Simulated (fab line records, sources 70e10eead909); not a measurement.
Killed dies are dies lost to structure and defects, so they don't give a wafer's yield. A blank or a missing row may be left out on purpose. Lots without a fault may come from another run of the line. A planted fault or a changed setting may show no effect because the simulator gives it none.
Chamber matching | flow nand_harc | NHARC_A_STAIRCASE_ALD_420 on ald_hk-04: 4 sister chambers
The step deposits SiO2, target thk 20 nm, pulse time 6 s, ald cycles 200. 8 wafers are shown with their chamber, then 9 later ones without.

WAFERS WITH THEIR CHAMBER
wafer  | chamber | heater_power_w (W) | precursor_pulse_height_rel
L082.6 | 2       | 461                | 1.014
L084.6 | 2       | 461                | 1.000
L087.2 | 0       | 418                | 1.007
L087.3 | 3       | 570                | 1.010
L087.4 | 1       | 472                | 1.035
L089.3 | 1       | 456                | 0.997
L089.4 | 0       | 428                | 0.976
L089.5 | 3       | 575                | 0.991

WAFERS WITHOUT THEIR CHAMBER
wafer  | heater_power_w (W) | precursor_pulse_height_rel
L090.1 | 455                | 0.996
L090.3 | 459                | 0.997
L090.4 | 415                | 1.007
L092.1 | 414                | 0.995
L092.2 | 457                | 1.030
L092.5 | 563                | 0.979
L094.1 | 462                | 0.987
L094.3 | 586                | 1.045
L094.5 | 407                | 0.985

WHICH CHAMBER EACH WENT THROUGH
wafer  | from the rows above     | in truth
L090.1 | can't be placed: 2 or 1 | 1
L090.3 | can't be placed: 2 or 1 | 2
L090.4 | 0                       | 0
L092.1 | 0                       | 0
L092.2 | can't be placed: 1 or 2 | 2
L092.5 | 3                       | 3
L094.1 | can't be placed: 2 or 1 | 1
L094.3 | 3                       | 3
L094.5 | 0                       | 0
Placed correctly: 5 of 9. Can't be placed from these rows: 4 (the true chamber is among the candidates in 4). Placed wrongly: 0.
How it was worked out, from the rows above alone: a wafer's distance from a chamber is the root of the sum, over the readings, of the square of ((its reading less the chamber's mean) divided by the reading's scatter). The wafer belongs to the nearest chamber; if the next one is less than 2 further off, it can't be placed. A chamber's mean is the mean of its shown wafers. The scatter: the root of (the sum of the squares of (reading less its chamber's mean) over the shown wafers, divided by (wafers less chambers)).
